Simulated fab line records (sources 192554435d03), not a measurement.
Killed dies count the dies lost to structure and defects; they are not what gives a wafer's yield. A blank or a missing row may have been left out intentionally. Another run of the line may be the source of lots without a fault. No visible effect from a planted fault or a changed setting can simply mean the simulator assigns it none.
Struck lot and sound lot, side by side + flow n5-finfet + 27 steps out of a route of 1938
Sound: the wafers L263.1, L263.2, L263.5. Struck: wafers L268.4, L268.6 (left out: L268.3, a lot-mate that was not struck); the cause follows at the end.
Each step with rows lists, per side, the tool, then ch with its chambers, then its first start. Under that, the readings that differ: sound wafers + struck wafers + difference of the means + sigmas: that difference in standard deviations of wafers without a fault.
alike: readings whose means differ by less than 2 such deviations, and words and numbers that are the same on both sides. not compared: withheld readings, readings that some wafer has no value for, bounds like >300 that may hide the same value, and numbers for which the record gives no deviation and whose values overlap.
The two part at a step that has a row with sigmas, a row that says differs or no value, or rows on one side only. Numbers that don't overlap but have no deviation are shown without sigmas and don't part them. Lack of a reading on every wafer of one side parts them only where that side has two or more wafers.

first, 9 steps without rows for these wafers: N5_MIM_BOT_LITHO_EBR_04; N5_MIM_BOT_LITHO_SOFTBAKE_03 (time 90 s); N5_MIM_BOT_LITHO_EXPOSE_05 (exposes mask MIM BOT); N5_MIM_BOT_LITHO_PEB_06; N5_MIM_BOT_LITHO_DEVELOP_07 (develop time 60 s); N5_MIM_BOT_LITHO_HARDBAKE_09 (time 120 s); N5_MIM_BOT_LITHO_DESCUM_10 (chemistry O2, time 7.9 s); N5_MIM_BOT_ETCH_ETCH_04 (etches SiNx in CF4/O2, target depth 26 nm, time 13 s); N5_MIM_BOT_ETCH_ETCH_03 (etches the open film in Cl2/BCl3, target depth 12 nm).
N5_MIM_BOT_ETCH_ETCH_00: etches TiN in Cl2/BCl3, target depth 45.5 nm.
  sound on rie-metal-01 ch 0,1, day 13 18:08; struck on rie-metal-01 ch 0, day 15 12:11
  alike: bcl3-flow-sccm, bias-w, drypump-motor-current-A, oes-product-au, throttle-valve-pct
  not compared: rf-hours-counter-h
then, 14 steps without rows for these wafers: N5_MIM_BOT_ETCH_STRIP_01 (strips in O2); N5_MIM_BOT_ETCH_STRIP_02 (strips in post etch residue remover, time 1200 s); N5_MIM_BOT_ETCH_CLEAN_05 (cleans in IPA, time 180 s); N5_MIM_BOT_ETCH_SRD_06 (time 30 s); N5_PASSIVATION_PECVD_55 (deposits SiO2 from SiH4/N2O, target thk 400 nm, time 22.5 s); N5_PASSIVATION_PECVD_01 (deposits SiNx from SiH4/NH3/N2, target thk 200 nm, time 43.2 s); N5_PASSIVATION_HMDS_03 (time 60 s); N5_PASSIVATION_COAT_04; N5_PASSIVATION_EBR_06; N5_PASSIVATION_SOFTBAKE_05 (time 90 s); N5_PASSIVATION_EXPOSE_07 (exposes mask TV, defocus 0 nm, target cd 3000 nm); N5_PASSIVATION_PEB_08; N5_PASSIVATION_DEVELOP_09 (develop time 60 s); N5_PASSIVATION_HARDBAKE_11 (time 120 s).
N5_PASSIVATION_INSPECT_61: inspects for defects (macro).
  struck on defect-inspect-01, day 15 14:06; sound on defect-inspect-02, day 13 19:29
| reading          | sound | struck    | difference | sigmas |
|------------------|-------|-----------|------------|--------|
| raw-defect-count | 2 2 2 | >300 >300 | differs    |        |
then, 1 step without rows for these wafers: N5_PASSIVATION_DESCUM_12 (chemistry O2, time 7.9 s).
N5_PASSIVATION_PROBE_49:
  the record has rows for the struck wafers here (prober-02, day 15 21:24) and none for the sound ones

== WHERE THEY PART ==
At N5_PASSIVATION_INSPECT_61 first; at N5_PASSIVATION_PROBE_49 last (within this record only).

WHY: what had been put in by the simulator
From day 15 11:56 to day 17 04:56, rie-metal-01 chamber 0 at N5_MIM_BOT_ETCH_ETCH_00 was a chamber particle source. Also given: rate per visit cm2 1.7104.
